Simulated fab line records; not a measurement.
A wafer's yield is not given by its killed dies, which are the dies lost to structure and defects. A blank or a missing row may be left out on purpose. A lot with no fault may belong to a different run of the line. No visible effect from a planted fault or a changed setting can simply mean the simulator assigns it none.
Matching of chambers ; flow nand-harc ; NHARC_A_STAIRCASE_ETCH_292 on rie-diel-08 has 4 sister chambers
The step etches the open film in CF4/CHF3. 18 wafers are shown with their chamber, then 9 later ones without.

== WAFERS WITH THEIR CHAMBER ==
wafer;chamber;showerhead-plenum-p-Torr (Torr);rf-vpp-V (V);throttle-valve-pct (%)
L074.3;3;1.51;369.3;16.794
L074.4;1;1.53;370.4;16.822
L074.6;0;1.58;372.0;16.791
L079.1;3;1.50;368.9;16.796
L079.5;3;1.50;368.1;16.804
L079.6;0;1.58;369.9;16.793
L080.1;1;1.53;371.9;16.787
L080.2;0;1.57;370.2;16.809
L080.3;3;1.50;367.8;16.799
L088.1;3;1.50;368.4;16.805
L088.3;2;1.60;371.8;16.815
L088.5;0;1.57;370.7;16.796
L090.1;3;1.50;367.3;16.806
L090.2;0;1.57;371.9;16.811
L090.6;3;1.50;368.0;16.799
L091.2;3;1.50;368.4;16.803
L091.3;0;1.57;370.5;16.802
L091.4;2;1.59;370.7;16.812

SIGNATURES (averages over the wafers above)
reading;chamber 0;chamber 1;chamber 2;chamber 3;scatter within a chamber
showerhead-plenum-p-Torr;1.5733;1.5300;1.5950;1.5012;0.0044
rf-vpp-V;370.867;371.150;371.250;368.275;0.774
throttle-valve-pct;16.80033;16.80450;16.81350;16.80075;0.00888
Rule: distance of a wafer from a chamber = root of the sum over the readings of ((wafer's reading minus chamber's mean) / reading's scatter) squared. The wafer belongs to the nearest chamber; if the next one is less than 2 further off, it can't be placed. How the scatter is found: for the shown wafers, subtract from each reading the mean of its chamber, square and add these, divide the total by (wafers less chambers), then take the root.

== WAFERS WITH NO CHAMBER GIVEN ==
wafer;showerhead-plenum-p-Torr (Torr);rf-vpp-V (V);throttle-valve-pct (%)
L092.4;1.59;371.0;16.808
L092.5;1.50;367.7;16.807
L092.6;1.59;371.9;16.825
L094.1;1.57;370.1;16.807
L094.2;1.59;370.9;16.812
L094.3;1.50;367.9;16.810
L095.2;1.57;370.2;16.806
L095.4;1.59;370.5;16.799
L095.6;1.52;370.1;16.822

== THE CHAMBER EACH PASSED THROUGH ==
wafer;from the rows above;in truth
L092.4;2;2
L092.5;3;3
L092.6;2;2
L094.1;0;0
L094.2;2;2
L094.3;3;3
L095.2;0;0
L095.4;can't be placed: 2 or 0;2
L095.6;1;1
8 of 9 placed correctly. Can't be placed from these rows: 1 (the true chamber is among the candidates in 1). 0 placed wrongly.
